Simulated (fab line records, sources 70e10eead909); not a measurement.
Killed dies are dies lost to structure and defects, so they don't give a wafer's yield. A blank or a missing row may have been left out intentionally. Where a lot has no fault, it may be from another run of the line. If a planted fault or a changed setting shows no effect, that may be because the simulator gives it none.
Chamber matching ; flow nandHarc ; pecvd-01 running NHARC_A_CONTACT_DEP_58: 3 sister chambers
The step deposits SiON, target thk 60 nm. 6 wafers are shown with their chamber, then 7 later ones without.

== EACH WAFER AND ITS CHAMBER ==
wafer;chamber;heaterPowerW (W);heaterPowerOuterW (W)
L079.4;1;696;388
L084.3;2;736;492
L084.4;1;711;418
L084.6;0;938;529
L085.1;2;839;545
L085.2;0;958;542

== WAFERS MISSING THEIR CHAMBER ==
wafer;heaterPowerW (W);heaterPowerOuterW (W)
L085.4;835;571
L088.2;806;548
L088.4;812;562
L088.5;882;498
L096.2;723;432
L096.5;722;430
L096.6;915;535

== CHAMBER TAKEN BY EACH ==
wafer;from the rows above;in truth
L085.4;can't be placed: 2 or 0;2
L088.2;2;2
L088.4;can't be placed: 2 or 0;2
L088.5;can't be placed: 0 or 2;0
L096.2;1;1
L096.5;1;1
L096.6;0;0
Correct placement for 4 of the 7. From these rows, 3 cannot be placed; in 3 the true chamber is one of the candidates. 0 placed wrongly.
How it was worked out, from the rows above alone: a wafer's distance from a chamber is the root of the sum, over the readings, of the square of ((its reading less the chamber's mean) divided by the reading's scatter). If the next closest chamber is less than 2 further off than the closest, the wafer can't be placed; otherwise it belongs to the closest. A chamber's mean is the mean of its shown wafers. The scatter is the square root of a quotient: the sum, over the shown wafers, of each reading's squared deviation from its chamber's mean, divided by wafers minus chambers.
